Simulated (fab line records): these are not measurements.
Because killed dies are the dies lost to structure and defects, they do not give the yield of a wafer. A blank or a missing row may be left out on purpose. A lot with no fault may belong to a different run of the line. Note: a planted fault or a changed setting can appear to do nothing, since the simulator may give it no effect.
fab line records	flow n5-finfet	part 1 of 2: steps 1 to 23 of 28
[record] lots = 5	wafers = 15	last-day = 17
route steps=1938 shown BEOL_M2@923 BEOL_M3@931
lots that met no fault: from a run of the same line without faults
start-h: hours from the record's opening day to when the first of the lot's shown wafers began	wait-h: time in hours since the lot's previous step	" as in the row above	L1.1+2: a single row standing in for several wafers	- either no value or no given start	* or withheld: withheld	< > ~ a bound
route shown NAME@n: names a module that has steps shown in the file, with the first one's number in the route	usual: mean and standard deviation over wafers with no fault	same: alike in all rows	chamber/n: place in a boat	sites: readings site by site	_std_site: standard deviation across them	_edge_site: inner sites' mean taken away from outer sites' mean	radius-mm: for every site, how far away it sits from the centre of the wafer	mask NAME#n: copy n	behind: tool/chamber where the wafer was last shaped	hold: why the lot was held/for how many hours/how that ended	device: transistor that didn't switch, given as n, p or np	end of line: tests of these same wafers at the route's end	a step with no rows: only its recipe	killed: count of dies lost to structure and defects at first sort (not the wafer's yield)	map: a wafer's dies, x killed, . not, _ none there
set.NAME: the run value of the setting; set.NAME@STEP: its run value at that earlier step	model.NAME: the simulator's own value behind a step, which no gauge read
lots at selected steps of the route; one table per step, one row per wafer
services: a tool's chamber out of use, with start hour (start-h, from the record's first day; less than 0 if before it), hours out, and reason
[[steps]]
[step N5_BEOL_M2_CMP_52]
[recipe] stop-on = SiOC	t-overpolish-s = 6.8	down-force-psi = 1	platen-rpm = 50	clearing-platen-down-force-psi = 1.5	clearing-platen-rpm = 50	post-cmp-clean = cu-alkaline	target-thk-nm = 40	clearing-platen-pad-velocity-m-s = 0.99484	pad-velocity-m-s = 0.99484
[usual] barrier-field-endpoint-s = 24.6/0.57	head-pressure-psi = 1.0000/0.002	motor-current-A = 6.5/0.6	overpolish-run-s = 6.800/0.008	platen-rpm = 50.00/0.031	time-to-endpoint-s = 62.4/2.6
lot.wafer	tool	chamber	start-h	wait-h	barrier-field-endpoint-s	head-pressure-psi	motor-current-A	overpolish-run-s	platen-rpm	time-to-endpoint-s
L076.4	cmp-04	3	152.88	0.1	23.3	0.9983	6.8	6.805	50.00	57.4
L076.1	"	1	"	"	24.0	0.9995	7.0	6.803	49.97	59.9
L076.2	"	2	"	"	23.8	0.9971	6.9	6.795	50.00	59.1
L078.2	cmp-03	0	164.08	0.2	24.2	1.0036	6.1	6.795	49.98	59.7
L078.3	"	2	"	"	24.2	0.9968	6.9	6.810	50.00	61.9
L078.6	"	0	"	"	24.5	1.0050	6.0	6.814	49.99	59.8
L083.3	cmp-04	1	198.02	0.3	24.4	0.9989	6.9	6.798	49.95	63.1
L083.2	"	2	"	"	24.3	1.0018	7.0	6.778	50.03	61.2
L083.6	"	3	"	"	24.2	1.0002	6.4	6.802	49.99	58.8
L090.1	cmp-03	1	236.30	0.3	24.1	1.0014	6.5	6.792	50.01	64.5
L090.4	"	2	"	"	25.1	1.0008	6.6	6.826	49.98	65.7
L090.5	"	2	"	"	25.0	1.0003	6.6	6.780	50.02	66.2
L096.2	cmp-03	0	284.08	0.2	24.7	0.9993	6.2	6.810	50.02	59.5
L096.4	"	3	"	"	24.9	0.9970	6.2	6.790	50.03	60.7
L096.5	"	0	"	"	25.2	1.0003	6.0	6.812	50.01	60.9
[step N5_BEOL_M2_THK_MEAS_53]
[recipe] thk-meas-gauge = xrf	reads = Cu_of_BEOL_M2_ECD_50
[usual] M2_THK = 40.5/1.2
lot.wafer	tool	chamber	start-h	wait-h	M2_THK[nm]
L076.1	film-metro-02	-	153.18	-	40.8
L076.2	"	-	"	"	39.4
L076.4	"	-	"	"	40.4
L078.2	film-metro-01	-	164.37	-	41.8
L078.3	"	-	"	"	40.7
L078.6	"	-	"	"	42.2
L083.2	film-metro-02	-	198.24	-	39.7
L083.3	"	-	"	"	40.4
L083.6	"	-	"	"	37.4
L090.1	film-metro-02	-	236.59	-	39.7
L090.4	"	-	"	"	39.8
L090.5	"	-	"	"	40.8
L096.2	film-metro-01	-	284.38	-	38.9
L096.4	"	-	"	"	38.6
L096.5	"	-	"	"	39.0
[step N5_BEOL_M2_PRE_CLEAN_60]
[recipe] gas = NH3/H2	time-s = 15	temp-c = *	rf-power-w = 300
[usual] heater-power-w = 95/18
lot.wafer	tool	chamber	start-h	wait-h	heater-power-w	since-wet-clean-h
L076.1	cvd-co-02	1	153.22	0.0	115	17
L076.2	"	0	"	"	69	913
L076.4	"	0	"	"	70	-
L078.2	cvd-co-01	1	164.41	0.0	81	1143
L078.3	"	2	"	"	86	246
L078.6	"	2	"	"	87	-
L083.2	cvd-co-01	2	198.32	0.1	88	280
L083.3	"	0	"	"	105	740
L083.6	"	0	"	"	101	-
L090.1	cvd-co-01	0	236.66	0.1	102	778
L090.4	"	2	"	"	86	-
L090.5	"	1	"	"	79	-
L096.2	cvd-co-02	2	284.42	0.0	118	547
L096.4	"	0	"	"	71	-
L096.5	"	1	"	"	118	-
[step N5_BEOL_M2_CO_CAP_55]
[recipe] material = Co	target-thk-a = 20	temp-c = 200	precursor = CCTBA/H2	pressure-torr = 30	time-s = 102.1
[usual] heater-power-w = 250/23
lot.wafer	tool	chamber	start-h	wait-h	heater-power-w	since-wet-clean-h
L076.1	cvd-co-02	1	153.26	0.0	273	17
L076.2	"	0	"	"	215	913
L076.4	"	0	"	"	215	-
L078.2	cvd-co-01	1	164.45	0.0	234	1143
L078.3	"	2	"	"	242	246
L078.6	"	2	"	"	238	-
L083.2	cvd-co-01	2	198.36	0.0	247	280
L083.3	"	0	"	"	260	740
L083.6	"	0	"	"	249	-
L090.1	cvd-co-01	0	236.70	0.0	258	778
L090.4	"	2	"	"	240	-
L090.5	"	1	"	"	225	-
L096.2	cvd-co-02	2	284.46	0.0	270	547
L096.4	"	0	"	"	223	-
L096.5	"	1	"	"	275	-
[step N5_BEOL_M2_PRE_CLEAN_56]
[recipe] gas = NH3	time-s = 15	temp-c = withheld	rf-power-w = 300
lot.wafer	tool	chamber	start-h	wait-h	since-wet-clean-h
L076.1	pecvd-03	0	153.35	0.1	1220
L076.2	"	1	"	"	1945
L076.4	"	1	"	"	-
L078.2	pecvd-04	2	164.54	0.1	2137
L078.3	"	0	"	"	687
L078.6	"	0	"	"	-
L083.2	pecvd-03	1	198.45	0.1	1990
L083.3	"	2	"	"	511
L083.6	"	2	"	"	-
L090.1	pecvd-03	0	236.79	0.1	1303
L090.4	"	2	"	"	-
L090.5	"	0	"	"	-
L096.2	pecvd-04	0	284.55	0.1	807
L096.4	"	1	"	"	-
L096.5	"	0	"	"	-
[step N5_BEOL_M2_DEP_57]
[recipe] material = SiCN	target-thk-a = 80	temp-c = withheld	precursor = 3MS/NH3	pressure-torr = 3	rf-w = 202	time-s = 14
[usual] showerhead-plenum-p-Torr = 3.675/0.0084	showerhead-vpp-V = 905/47	throttle-valve-pct = 8.8/0.39
lot.wafer	tool	chamber	start-h	wait-h	showerhead-plenum-p-Torr	showerhead-vpp-V	since-wet-clean-h	throttle-valve-pct
L076.1	pecvd-03	0	153.37	0.0	3.678	875	1220	8.5
L076.2	"	1	"	"	3.687	940	1945	8.8
L076.4	"	1	"	"	3.682	950	-	8.9
L078.2	pecvd-04	2	164.57	0.0	3.669	832	2137	9.2
L078.3	"	0	"	"	3.680	902	687	8.9
L078.6	"	0	"	"	3.686	916	-	9.0
L083.2	pecvd-03	1	198.48	0.0	3.681	922	1990	8.8
L083.3	"	2	"	"	3.666	911	511	8.7
L083.6	"	2	"	"	3.679	920	-	8.5
L090.1	pecvd-03	0	236.81	0.0	3.677	875	1303	8.7
L090.4	"	2	"	"	3.679	922	-	8.6
L090.5	"	0	"	"	3.678	856	-	8.6
L096.2	pecvd-04	0	284.57	0.0	3.687	927	807	8.9
L096.4	"	1	"	"	3.669	990	-	8.3
L096.5	"	0	"	"	3.676	911	-	8.9
[step N5_BEOL_M2_RS_MEAS_58]
[recipe] thk-meas-gauge = four-point-probe	reads = Co_of_BEOL_M2_CO_CAP_55+Cu_of_BEOL_M2_ECD_50+Co_of_BEOL_M2_CVD_47+TaN_of_BEOL_M2_ALD_84
[usual] M2_RS = 0.666/0.025
lot.wafer	tool	chamber	start-h	wait-h	M2_RS[ohm/sq]
L076.1	film-metro-01	-	153.44	0.0	0.657
L076.2	"	-	"	"	0.692
L076.4	"	-	"	"	0.668
L078.2	film-metro-01	-	164.63	0.1	0.637
L078.3	"	-	"	"	0.657
L078.6	"	-	"	"	0.632
L083.2	film-metro-01	-	198.54	0.1	0.687
L083.3	"	-	"	"	0.671
L083.6	"	-	"	"	0.739
L090.1	film-metro-01	-	236.88	0.0	0.692
L090.4	"	-	"	"	0.682
L090.5	"	-	"	"	0.660
L096.2	film-metro-01	-	284.64	0.1	0.691
L096.4	"	-	"	"	0.701
L096.5	"	-	"	"	0.688
[step N5_BEOL_M2_INSPECT_59]
[recipe] inspect-instrument = darkfield	mode = post-dep
[usual] raw-defect-count = 71/26
lot.wafer	tool	chamber	start-h	wait-h	raw-defect-count
L076.1	defect-inspect-02	-	153.46	0.0	75
L076.2	"	-	"	"	59
L076.4	"	-	"	"	80
L078.2	defect-inspect-02	-	164.66	0.0	69
L078.3	"	-	"	"	65
L078.6	"	-	"	"	38
L083.2	defect-inspect-02	-	198.57	0.0	45
L083.3	"	-	"	"	58
L083.6	"	-	"	"	67
L090.1	defect-inspect-01	-	236.91	0.0	34
L090.4	"	-	"	"	38
L090.5	"	-	"	"	34
L096.2	defect-inspect-02	-	284.67	0.0	69
L096.4	"	-	"	"	62
L096.5	"	-	"	"	49
[step N5_BEOL_M3_ILD_DEP_00]
[recipe] material = SiOC	target-thk-a = 790	temp-c = 350	precursor = DEMS/O2	pressure-torr = 5	rf-w = 500	time-s = 15.3
[usual] heater-power-w = 484/90	showerhead-plenum-p-Torr = 5.694/0.015	showerhead-vpp-V = 1412/69	throttle-valve-pct = 11.9/0.87
lot.wafer	tool	chamber	start-h	wait-h	heater-power-w	showerhead-plenum-p-Torr	showerhead-vpp-V	since-wet-clean-h	throttle-valve-pct
L076.1	pecvd-04	0	153.50	0.0	467	5.704	1435	676	11.7
L076.2	"	2	"	"	425	5.707	1301	2126	12.4
L076.4	"	0	"	"	458	5.702	1419	-	11.7
L078.2	pecvd-02	2	164.69	0.0	368	5.702	1386	114	10.8
L078.3	"	0	"	"	661	5.671	1430	869	13.1
L078.6	"	1	"	"	460	5.696	1381	-	12.5
L083.2	pecvd-02	0	198.61	0.0	667	5.674	1417	902	13.0
L083.3	"	1	"	"	451	5.684	1401	1627	12.9
L083.6	"	1	"	"	446	5.695	1360	-	12.8
L090.1	pecvd-02	0	236.94	0.0	645	5.670	1466	941	13.4
L090.4	"	0	"	"	660	5.683	1429	-	13.2
L090.5	"	2	"	"	306	5.718	1363	-	11.0
L096.2	pecvd-02	2	284.70	0.0	361	5.695	1354	234	11.3
L096.4	"	0	"	"	596	5.666	1437	-	13.3
L096.5	"	1	"	"	401	5.683	1396	-	12.8
[step N5_BEOL_M3_THK_MEAS_01]
[recipe] reads = SiOC_of_BEOL_M3_ILD_DEP_00
[usual] M3_ILD_THK = 79.1/1
lot.wafer	tool	chamber	start-h	wait-h	M3_ILD_THK[nm]
L076.1	film-metro-01	-	153.57	0.0	77.0
L076.2	"	-	"	"	77.8
L076.4	"	-	"	"	78.4
L078.2	film-metro-01	-	164.76	0.1	78.5
L078.3	"	-	"	"	77.5
L078.6	"	-	"	"	79.2
L083.2	film-metro-01	-	198.67	0.1	77.2
L083.3	"	-	"	"	78.2
L083.6	"	-	"	"	79.6
L090.1	film-metro-01	-	237.01	0.0	76.7
L090.4	"	-	"	"	77.2
L090.5	"	-	"	"	78.8
L096.2	film-metro-02	-	284.77	0.1	79.2
L096.4	"	-	"	"	78.4
L096.5	"	-	"	"	79.1
[step N5_BEOL_M3_PECVD_72]
[recipe] material = SiO2	target-thk-a = 160	temp-c = 400	precursor = TEOS/O2	pressure-torr = 5.5	rf-w = 450	teos-flow-sccm = 53.8	gas = O2	flow-sccm = 3000	time-s = 18
[usual] heater-power-w = 708/93	showerhead-plenum-p-Torr = 8.79/0.055	showerhead-vpp-V = 1333/69	throttle-valve-pct = 22.3/1.4
lot.wafer	tool	chamber	start-h	wait-h	heater-power-w	showerhead-plenum-p-Torr	showerhead-vpp-V	since-wet-clean-h	throttle-valve-pct
L076.1	pecvd-01	1	153.61	0.0	696	8.79	1310	1764	21.8
L076.2	"	2	"	"	720	8.80	1241	285	21.3
L076.4	"	0	"	"	789	8.82	1408	-	23.6
L078.2	pecvd-04	1	164.80	0.0	744	8.79	1486	172	20.3
L078.3	"	0	"	"	768	8.86	1359	687	21.9
L078.6	"	0	"	"	762	8.87	1376	-	21.8
L083.2	pecvd-01	1	198.71	0.0	690	8.77	1290	1809	22.1
L083.3	"	2	"	"	717	8.77	1253	330	21.1
L083.6	"	1	"	"	700	8.81	1300	-	22.0
L090.1	pecvd-01	2	237.05	0.0	727	8.78	1263	368	21.6
L090.4	"	0	"	"	762	8.84	1402	-	23.5
L090.5	"	1	"	"	720	8.79	1319	-	22.2
L096.2	pecvd-04	0	284.81	0.0	675	8.87	1351	807	22.0
L096.4	"	0	"	"	666	8.83	1396	-	22.0
L096.5	"	1	"	"	767	8.79	1464	-	20.8
[step N5_BEOL_M3_HM_DEP_02]
[recipe] material = TiN	target-thk-a = 200	temp-c = 25	chamber-pressure-pa = 0.49996
[usual] substrate-temp-c = 24.99/0.11	throttle-valve-pct = 30.2/0.94
lot.wafer	tool	chamber	start-h	wait-h	substrate-temp-c	throttle-valve-pct
L076.1	pvd-sputter-03	-	156.40	2.8	24.86	31.0
L076.2	"	-	"	"	25.06	30.2
L076.4	"	-	"	"	24.91	28.5
L078.2	pvd-sputter-02	-	166.40	1.6	25.09	29.7
L078.3	"	-	"	"	24.75	29.4
L078.6	"	-	"	"	25.04	31.2
L083.2	pvd-sputter-02	-	200.83	2.1	25.00	30.4
L083.3	"	-	"	"	24.87	29.7
L083.6	"	-	"	"	24.87	29.6
L090.1	pvd-sputter-01	-	238.91	1.8	24.92	31.5
L090.4	"	-	"	"	25.19	30.2
L090.5	"	-	"	"	25.00	30.4
L096.2	pvd-sputter-01	-	285.50	0.7	24.90	31.0
L096.4	"	-	"	"	25.11	31.7
L096.5	"	-	"	"	24.89	31.0
[step N5_BEOL_M3_COAT_61]
[recipe] resist = SOC	temp-c = 250	time-s = 60	spin-rpm = 1500	resist-thk-nm = 60
[usual] exhaust-pa = 44.8/0.85
lot.wafer	tool	chamber	start-h	wait-h	exhaust-pa
L076.1	litho-track-05	0	156.53	0.1	45.3
L076.2	"	0	"	"	46.3
L076.4	"	0	"	"	44.8
L078.2	litho-track-02	0	166.53	0.1	45.2
L078.3	"	0	"	"	45.1
L078.6	"	0	"	"	44.6
L083.2	litho-track-03	0	200.96	0.1	44.9
L083.3	"	0	"	"	46.0
L083.6	"	0	"	"	44.1
L090.1	litho-track-02	0	239.03	0.1	44.2
L090.4	"	0	"	"	45.0
L090.5	"	0	"	"	45.4
L096.2	litho-track-05	0	285.62	0.1	44.9
L096.4	"	0	"	"	46.3
L096.5	"	0	"	"	45.8
[step N5_BEOL_M3_COAT_62]
[recipe] resist = SiARC	temp-c = 220	time-s = 60	spin-rpm = 1500	resist-thk-nm = 12
[usual] exhaust-pa = 45.0/0.98
lot.wafer	tool	chamber	start-h	wait-h	exhaust-pa
L076.1	litho-track-05	0	-	-	42.8
L076.2	"	0	"	"	43.0
L076.4	"	0	"	"	45.4
L078.2	litho-track-02	0	-	-	46.5
L078.3	"	0	"	"	44.6
L078.6	"	0	"	"	45.1
L083.2	litho-track-03	0	-	-	43.3
L083.3	"	0	"	"	44.4
L083.6	"	0	"	"	43.1
L090.1	litho-track-02	0	-	-	45.2
L090.4	"	0	"	"	45.4
L090.5	"	0	"	"	44.8
L096.2	litho-track-05	0	-	-	42.5
L096.4	"	0	"	"	43.2
L096.5	"	0	"	"	42.4
[step N5_BEOL_M3_COAT_73]
[recipe] resist = underlayer	temp-c = 205	time-s = 60	spin-rpm = 1500	resist-thk-nm = 5
[usual] exhaust-pa = 44.9/0.85
lot.wafer	tool	chamber	start-h	wait-h	exhaust-pa
L076.1	litho-track-05	0	-	-	45.4
L076.2	"	0	"	"	46.5
L076.4	"	0	"	"	44.1
L078.2	litho-track-02	0	-	-	45.0
L078.3	"	0	"	"	44.4
L078.6	"	0	"	"	44.5
L083.2	litho-track-03	0	-	-	44.4
L083.3	"	0	"	"	46.4
L083.6	"	0	"	"	45.8
L090.1	litho-track-02	0	-	-	44.5
L090.4	"	0	"	"	44.7
L090.5	"	0	"	"	43.7
L096.2	litho-track-05	0	-	-	45.8
L096.4	"	0	"	"	44.6
L096.5	"	0	"	"	44.5
[step N5_BEOL_M3_COAT_05]
[recipe] resist = CAR-EUV	spin-rpm = 1500	resist-thk-nm = 30
[usual] exhaust-pa = 45.0/0.98
lot.wafer	tool	chamber	start-h	wait-h	exhaust-pa
L076.1	litho-track-05	0	-	-	45.0
L076.2	"	0	"	"	46.4
L076.4	"	0	"	"	46.0
L078.2	litho-track-02	0	-	-	44.2
L078.3	"	0	"	"	44.7
L078.6	"	0	"	"	44.9
L083.2	litho-track-03	0	-	-	44.9
L083.3	"	0	"	"	44.9
L083.6	"	0	"	"	45.0
L090.1	litho-track-02	0	-	-	45.2
L090.4	"	0	"	"	44.9
L090.5	"	0	"	"	45.1
L096.2	litho-track-05	0	-	-	45.0
L096.4	"	0	"	"	43.8
L096.5	"	0	"	"	45.4
[step N5_BEOL_M3_EBR_07]
[recipe] solvent = PGMEA	ebr-width-mm = 1.5
[usual] exhaust-pa = 45.0/0.84
[same] ebr-width-mm = 1.5
lot.wafer	tool	chamber	start-h	wait-h	exhaust-pa
L076.1	litho-track-05	0	-	-	45.5
L076.2	"	0	"	"	45.1
L076.4	"	0	"	"	44.6
L078.2	litho-track-02	0	-	-	45.1
L078.3	"	0	"	"	44.6
L078.6	"	0	"	"	43.9
L083.2	litho-track-03	0	-	-	44.9
L083.3	"	0	"	"	43.3
L083.6	"	0	"	"	44.4
L090.1	litho-track-02	0	-	-	44.8
L090.4	"	0	"	"	46.9
L090.5	"	0	"	"	45.1
L096.2	litho-track-05	0	-	-	43.9
L096.4	"	0	"	"	44.7
L096.5	"	0	"	"	44.7
[step N5_BEOL_M3_SOFTBAKE_06]
[recipe] temp-c = 110	time-s = 60	resist = CAR-EUV
[usual] exhaust-pa = 44.9/0.95
lot.wafer	tool	chamber	start-h	wait-h	exhaust-pa
L076.1	litho-track-05	0	-	-	44.5
L076.2	"	0	"	"	43.9
L076.4	"	0	"	"	45.9
L078.2	litho-track-02	0	-	-	45.7
L078.3	"	0	"	"	46.9
L078.6	"	0	"	"	44.2
L083.2	litho-track-03	0	-	-	44.9
L083.3	"	0	"	"	46.3
L083.6	"	0	"	"	44.3
L090.1	litho-track-02	0	-	-	45.3
L090.4	"	0	"	"	42.5
L090.5	"	0	"	"	44.2
L096.2	litho-track-05	0	-	-	45.1
L096.4	"	0	"	"	43.3
L096.5	"	0	"	"	43.2
[step N5_BEOL_M3_EXPOSE_08]
[recipe] mask-id = M3	na = 0.33	source-shape = dipole	sigma-inner = 0.369	sigma-outer = 0.767	polarization = unpolarized	dose-mj = 33
[usual] exposure-dose-mJ-cm2 = 32.93/0.052
[same] dipole-opening-deg = 79.7
lot.wafer	tool	chamber	start-h	wait-h	mask	exposure-dose-mJ-cm2
L076.1	euv-scanner-01	0	156.79	-	M3#0	32.99
L076.2	"	0	"	"	M3#0	32.89
L076.4	"	0	"	"	M3#0	32.91
L078.2	euv-scanner-01	0	166.67	-	M3#0	32.92
L078.3	"	0	"	"	M3#0	32.90
L078.6	"	0	"	"	M3#0	32.92
L083.2	euv-scanner-02	0	201.12	-	M3#0	32.89
L083.3	"	0	"	"	M3#0	32.91
L083.6	"	0	"	"	M3#0	32.89
L090.1	euv-scanner-02	0	239.21	-	M3#0	32.88
L090.4	"	0	"	"	M3#0	32.92
L090.5	"	0	"	"	M3#0	32.87
L096.2	euv-scanner-02	0	285.89	-	M3#0	32.84
L096.4	"	0	"	"	M3#0	32.86
L096.5	"	0	"	"	M3#0	32.86
[step N5_BEOL_M3_PEB_09]
[recipe] peb-temp-c = 100	peb-time-s = 60	resist = CAR-EUV
[usual] exhaust-pa = 45.1/0.81
lot.wafer	tool	chamber	start-h	wait-h	exhaust-pa
L076.1	litho-track-05	0	156.84	0.1	44.8
L076.2	"	0	"	"	46.3
L076.4	"	0	"	"	43.8
L078.2	litho-track-02	0	166.72	0.0	45.5
L078.3	"	0	"	"	46.1
L078.6	"	0	"	"	44.7
L083.2	litho-track-02	0	201.18	0.0	44.4
L083.3	"	0	"	"	46.5
L083.6	"	0	"	"	46.2
L090.1	litho-track-05	0	239.27	0.1	44.9
L090.4	"	0	"	"	46.7
L090.5	"	0	"	"	44.9
L096.2	litho-track-02	0	285.94	0.0	44.2
L096.4	"	0	"	"	45.9
L096.5	"	0	"	"	46.7
[step N5_BEOL_M3_DEVELOP_10]
[recipe] develop-time-s = 30	developer = TMAH	resist = CAR-EUV	rinse-liquid = surfactant-rinse	dry = air-spin	dev-temp-c = 23
[usual] exhaust-pa = 45.1/0.79
lot.wafer	tool	chamber	start-h	wait-h	exhaust-pa
L076.1	litho-track-05	0	-	-	46.3
L076.2	"	0	"	"	45.9
L076.4	"	0	"	"	44.4
L078.2	litho-track-02	0	-	-	45.5
L078.3	"	0	"	"	44.7
L078.6	"	0	"	"	45.6
L083.2	litho-track-02	0	-	-	45.4
L083.3	"	0	"	"	46.4
L083.6	"	0	"	"	46.5
L090.1	litho-track-05	0	-	-	46.5
L090.4	"	0	"	"	45.8
L090.5	"	0	"	"	46.0
L096.2	litho-track-02	0	-	-	45.6
L096.4	"	0	"	"	44.2
L096.5	"	0	"	"	44.7
[step N5_BEOL_M3_CD_MEAS_11]
[recipe] target-cd-nm = 17.05	landing-energy-ev = 500	detector = se-inlens	polarity = opening
[usual] cd-nm = 17.00/0.27
lot.wafer	tool	chamber	start-h	wait-h	cd-nm
L076.1	cd-sem-02	0	156.91	-	17.02
L076.2	"	0	"	"	16.88
L076.4	"	0	"	"	17.21
L078.2	cd-sem-01	0	166.79	-	16.43
L078.3	"	0	"	"	16.65
L078.6	"	0	"	"	17.00
L083.2	cd-sem-03	0	201.24	-	17.01
L083.3	"	0	"	"	16.97
L083.6	"	0	"	"	16.85
L090.1	cd-sem-02	0	239.33	-	17.27
L090.4	"	0	"	"	16.98
L090.5	"	0	"	"	17.12
L096.2	cd-sem-03	0	286.01	-	17.19
L096.4	"	0	"	"	17.14
L096.5	"	0	"	"	16.59
[step N5_BEOL_M3_OVL_MEAS_12]
[recipe] points-per-wafer = 522
[usual] M3_OVL = 0.4/0.66
lot.wafer	tool	chamber	start-h	wait-h	M3_OVL[nm]
L076.1	overlay-02	0	156.94	0.0	1.1
L076.2	"	0	"	"	0.7
L076.4	"	0	"	"	1.1
L078.2	overlay-01	0	166.83	0.0	0.9
L078.3	"	0	"	"	0.8
L078.6	"	0	"	"	0.3
L083.2	overlay-01	0	201.28	0.0	0.4
L083.3	"	0	"	"	-0.5
L083.6	"	0	"	"	-0.2
L090.1	overlay-02	0	239.36	0.0	1.9
L090.4	"	0	"	"	0.7
L090.5	"	0	"	"	0.8
L096.2	overlay-01	0	286.05	0.0	0.0
L096.4	"	0	"	"	-0.1
L096.5	"	0	"	"	0.0
